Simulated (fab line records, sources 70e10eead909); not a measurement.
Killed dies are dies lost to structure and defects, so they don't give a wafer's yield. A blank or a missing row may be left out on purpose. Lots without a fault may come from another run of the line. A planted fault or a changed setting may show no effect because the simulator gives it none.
Which tool did it? | flow nand_harc | 11 lots, 32 wafers sampled, at 5 steps of a route of 1302

WHAT THE GAUGES READ, wafer by wafer
NHARC_END_SORT_01.
lot  | measured     | on        | killed_at_array
L740 | day 29 00:48 | prober-02 | 35 667 35
L739 | day 28 08:12 | prober-02 | 39 672 45
L742 | day 30 01:54 | prober-01 | 669 671

WHICH TOOL RAN EACH LOT (tool, then ch and the chambers of the sampled wafers, then the start)
lot  | NHARC_A_STAIRCASE_ETCH_169         | NHARC_A_STAIRCASE_TRIM_12          | NHARC_A_STAIRCASE_TRIM_16          | NHARC_A_STAIRCASE_ETCH_17
L732 | rie_diel-03 ch 0,1,2, day 16 15:50 | rie_diel-13 ch 0,2, day 16 17:35   | rie_diel-13 ch 0,3, day 16 18:03   | rie_diel-13 ch 1,2, no start
L734 | rie_diel-11 ch 0,1,2, day 17 04:07 | rie_diel-13 ch 0,1,3, day 17 05:59 | rie_diel-13 ch 0,3, day 17 06:32   | rie_diel-13 ch 1,3, no start
L733 | rie_diel-11 ch 1,2,3, day 17 04:19 | rie_diel-13 ch 1,2, day 17 06:10   | rie_diel-13 ch 0,2,3, day 17 06:43 | rie_diel-13 ch 0,1,2, no start
L737 | rie_diel-11 ch 0,1,3, day 19 10:31 | rie_diel-13 ch 0,1,3, day 19 12:17 | rie_diel-13 ch 0,1,2, day 19 13:20 | rie_diel-13 ch 0,2,3, no start
L738 | rie_diel-03 ch 0,1, day 19 10:43   | rie_diel-13 ch 0,1,2, day 19 13:16 | rie_diel-13 ch 1,3, day 19 13:47   | rie_diel-13 ch 0,1,2, no start
L740 | rie_diel-13 ch 0,3, day 19 20:23   | rie_diel-13 ch 0,1,2, day 19 22:16 | rie_diel-13 ch 0,1,3, day 19 22:55 | rie_diel-13 ch 1,2,3, day 29 00:48 or earlier
L739 | rie_diel-11 ch 1,2, day 19 20:33   | rie_diel-13 ch 1,2, day 19 22:47   | rie_diel-13 ch 0,3, day 19 23:20   | rie_diel-13 ch 1,2,3, day 28 08:12 or earlier
L742 | rie_diel-03 ch 1, day 21 12:19     | rie_diel-13 ch 0,2, day 21 14:19   | rie_diel-13 ch 0,1, day 21 14:44   | rie_diel-13 ch 3, day 30 01:54 or earlier
L743 | rie_diel-13 ch 1,2,3, day 21 12:39 | rie_diel-03 ch 0,1,3, day 21 14:40 | rie_diel-03 ch 0,1,3, day 21 15:12 | rie_diel-03 ch 0,1,3, no start
L750 | rie_diel-03 ch 0,2,3, day 24 11:26 | rie_diel-11 ch 0,1,2, day 24 13:20 | rie_diel-11 ch 0,2,3, day 24 13:48 | rie_diel-11 ch 1,3, no start
L751 | rie_diel-11 ch 0,2,3, day 24 20:51 | rie_diel-11 ch 0,2,3, day 24 22:56 | rie_diel-11 ch 0,1,3, day 24 23:23 | rie_diel-11 ch 0,1,3, no start
- NHARC_A_STAIRCASE_ETCH_169: etches the open film in CH3F/O2, target depth 50 nm, time 107.1 s.
- NHARC_A_STAIRCASE_TRIM_12: chemistry O2, time 211.2 s.
- NHARC_A_STAIRCASE_TRIM_16: chemistry O2, time 211.2 s.
- NHARC_A_STAIRCASE_ETCH_17: etches the open film in C4F8/O2, target depth 100 nm, time 40.5 s.

THE ANSWER, worked out from the rows above alone
Rule: what is usual is taken from the lots themselves. Put in order of their means at a reading, lots are off if they are a third of the lots or fewer, leave a main group of 4 or more, and stand apart from it by a gap of 3 or more times the standard deviation of the main group's means; of several such gaps the widest counts. A main group whose means are all the same, to the digits that the tables above print for the reading, isn't used. A lot without any number at a reading at which 4 lots or more have one is off too. The other lots that the step has rows for count as sound.
No lot is off at any reading shown: from this, nothing can be told.

WHAT THE SIMULATOR HAD PUT IN
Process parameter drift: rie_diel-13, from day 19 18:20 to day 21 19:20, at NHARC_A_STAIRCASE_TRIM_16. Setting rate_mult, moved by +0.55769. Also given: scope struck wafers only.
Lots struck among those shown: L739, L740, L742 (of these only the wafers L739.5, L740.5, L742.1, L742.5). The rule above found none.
